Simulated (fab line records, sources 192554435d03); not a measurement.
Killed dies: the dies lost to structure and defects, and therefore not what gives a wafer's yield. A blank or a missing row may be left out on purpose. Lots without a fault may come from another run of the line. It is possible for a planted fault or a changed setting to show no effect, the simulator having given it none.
Split-lot experiment -- flow n5Finfet -- route with 1938 steps; 7 lots, 39 wafers read

## THE SPLIT
At N5_HKMG_FIN_ETCH_32 (etches SOC in N2/H2, target depth 240 nm, time 300 s), the setting targetDepthA was moved away from the recipe's 2400 angstrom on 12 of the 39 wafers read, by -58.7% to +42.1%. This setting was run at the recipe's value on the other wafers.

The reading comes from the split's own step.

## THE READING
SiARC_of_HKMG_FIN_COAT_30.thkNm (the simulator's own value, which no gauge read), in nm, at N5_HKMG_FIN_ETCH_32 (etches SOC in N2/H2, target depth 240 nm, time 300 s). No usual value for it is given in the file. The 27 wafers here that ran the recipe average 21.2 nm, standard deviation 0.61 nm.

wafer,"tool, chamber at the split","targetDepthA as run, angstrom",against the recipe,"SiARC_of_HKMG_FIN_COAT_30.thkNm, nm",against lot-mates on the recipe
L081.1,"rieDiel-05, 1",2400,recipe,20.4,-
L081.2,"rieDiel-05, 0",3297,+37.4%,16.2,-4.9
L081.3,"rieDiel-05, 2",3297,+37.4%,16.4,-4.7
L081.4,"rieDiel-05, 2",2400,recipe,21.8,-
L081.5,"rieDiel-05, 1",3297,+37.4%,15.2,-5.9
L081.6,"rieDiel-05, 0",2400,recipe,21.2,-
L082.1,"rieDiel-01, 2",3411,+42.1%,16.2,-5.3
L082.2,"rieDiel-01, 3",2400,recipe,21.4,-
L082.3,"rieDiel-01, 0",2400,recipe,22,-
L082.4,"rieDiel-01, 3",2400,recipe,21.2,-
L082.5,"rieDiel-01, 2",3411,+42.1%,16.2,-5.3
L082.6,"rieDiel-01, 0",3411,+42.1%,16.8,-4.7
L090.1,"rieDiel-03, 2",2400,recipe,20.2,-
L090.2,"rieDiel-03, 0",2400,recipe,22,-
L090.3,"rieDiel-03, 3",1154,-51.9%,28.8,+7.5
L090.4,"rieDiel-03, 0",1154,-51.9%,28.6,+7.3
L090.5,"rieDiel-03, 3",2400,recipe,21.8,-
L090.6,"rieDiel-03, 2",1154,-51.9%,27.8,+6.5
L091.1,"rieDiel-03, 0",2400,recipe,21.8,-
L091.2,"rieDiel-03, 2",2400,recipe,20,-
L091.3,"rieDiel-03, 3",2400,recipe,21.6,-
L091.4,"rieDiel-03, 2",2400,recipe,20.2,-
L091.5,"rieDiel-03, 3",2400,recipe,21.8,-
L091.6,"rieDiel-03, 0",2400,recipe,21.8,-
L095.1,"rieDiel-01, 2",2400,recipe,21.4,-
L095.2,"rieDiel-01, 3",2400,recipe,21.2,-
L095.3,"rieDiel-01, 1",990.6,-58.7%,29.4,+8.0
L095.4,"rieDiel-01, 0",990.6,-58.7%,29.6,+8.2
L095.5,"rieDiel-01, 0",2400,recipe,21.6,-
L095.6,"rieDiel-01, 3",990.6,-58.7%,29.2,+7.8
L096.1,"rieDiel-05, 3",2400,recipe,20.8,-
L096.2,"rieDiel-05, 2",2400,recipe,21.6,-
L096.3,"rieDiel-05, 1",2400,recipe,20.2,-
L096.4,"rieDiel-05, 0",2400,recipe,21.2,-
L096.5,"rieDiel-05, 1",2400,recipe,20.4,-
L096.6,"rieDiel-05, 0",2400,recipe,21.2,-
L097.3,"rieDiel-01, 0",2400,recipe,21.8,-
L097.4,"rieDiel-01, 2",2400,recipe,21.4,-
L097.6,"rieDiel-01, 0",2400,recipe,21.6,-

FIT RESULTS
A straight line over all 39 wafers: SiARC_of_HKMG_FIN_COAT_30.thkNm changes by -0.134 nm for each +1% of targetDepthA; r = -0.99; the points scatter about the line by 0.62 nm.
The same after taking each lot's own level away (the mean of its wafers on the recipe; 39 wafers): -0.134 nm for each +1%; r = -0.99; scatter 0.55 nm.
On that fit, the largest move of targetDepthA shifts the reading by 7.9 nm.
From 20.90 to 21.60 nm: that is the span of the lots' own levels, equal to 1.1 times the standard deviation above.
Hence the lot-to-lot level has little effect on the slope; both slopes agree.
Check: +7.88 nm against its lot-mates is what the line predicts for one of the wafers moved furthest among these (-58.7%) when that wafer is left out of the fit. Against them it came out at +8 nm.

## ADDITIONAL SPLITS CARRIED BY THESE WAFERS
Before the reading, these wafers also passed through other splits. Each is held against what the fit with the lots' levels taken away leaves over:
other split on the same wafers,wafers away from the commonest value,r with SiARC_of_HKMG_FIN_COAT_30.thkNm (lot level and that fit taken away)
N5_ZERO_LAYER_PECVD_02 timeS,15,+0.15
N5_FIN_SAQP_SPACER2_ALD_28 targetThkA,15,-0.10
N5_DUMMY_GATE_HM_DEP_06 targetThkA,33,+0.01

## THE WHOLE CHAIN: every reading that the file lists as answering this split, in the file's order
step,what it does,reading,change (the file's fit),r (the file's)
N5_HKMG_FIN_ETCH_32,"etches SOC in N2/H2, target depth 240 nm, time 300 s","HKMG_FIN.featureDepthNm (the simulator's own value, which no gauge read)",+2.36 nm for each +1% of the setting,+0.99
N5_HKMG_FIN_ETCH_32,"etches SOC in N2/H2, target depth 240 nm, time 300 s","etch.depthNm (the simulator's own value, which no gauge read)",+2.36 nm for each +1% of the setting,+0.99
N5_HKMG_FIN_ETCH_32,"etches SOC in N2/H2, target depth 240 nm, time 300 s","SiARC_of_HKMG_FIN_COAT_30.thkNm (the simulator's own value, which no gauge read)",-0.134 nm for each +1% of the setting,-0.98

## THE FILE'S OWN FIT
SiARC_of_HKMG_FIN_COAT_30.thkNm changes by -0.134 nm for each +1% of targetDepthA, r = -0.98.
